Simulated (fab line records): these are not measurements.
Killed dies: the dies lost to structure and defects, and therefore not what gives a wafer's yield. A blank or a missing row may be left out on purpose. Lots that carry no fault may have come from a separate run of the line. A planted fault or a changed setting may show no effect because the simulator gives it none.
Chamber matching | flow nand harc | NHARC_A_M0_PRE_CLEAN_31 on pecvd-02 has 3 sister chambers
The step time 12 s. 3 wafers are shown with their chamber, then 10 later ones without.

WAFERS, EACH WITH ITS CHAMBER
wafer  | chamber | heater power w (W)
L085.4 | 0       | 672
L087.1 | 1       | 552
L087.3 | 2       | 609

WAFERS WHOSE CHAMBER IS MISSING
wafer  | heater power w (W)
L087.4 | 554
L091.2 | 697
L091.3 | 487
L091.5 | 701
L096.4 | 685
L096.5 | 661
L096.6 | 489
L097.2 | 546
L097.3 | 637
L097.4 | 653

CHAMBER TAKEN BY EACH
wafer  | from the rows above          | in truth
L087.4 | can't be placed: 1 or 2      | 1
L091.2 | can't be placed: 0 or 2      | 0
L091.3 | can't be placed: 1 or 2      | 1
L091.5 | can't be placed: 0 or 2      | 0
L096.4 | can't be placed: 0 or 2      | 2
L096.5 | can't be placed: 0 or 2      | 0
L096.6 | can't be placed: 1 or 2      | 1
L097.2 | can't be placed: 1 or 2      | 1
L097.3 | can't be placed: 2 or 0 or 1 | 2
L097.4 | can't be placed: 0 or 2      | 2
Correctly placed: 0 of 10. From these rows, 10 cannot be placed; in 10 the true chamber is one of the candidates. Placed wrongly: 0.
How it was worked out, from the rows above alone: a wafer's distance from a chamber is the root of the sum, over the readings, of the square of ((its reading less the chamber's mean) divided by the reading's scatter). The wafer belongs to the nearest chamber; if the next one is less than 2 further off, it can't be placed. The mean given for a chamber averages the wafers shown for that chamber. The scatter (one wafer shown for each chamber): square how far every hidden wafer sits from the nearest shown wafer, average those squares and take the square root.
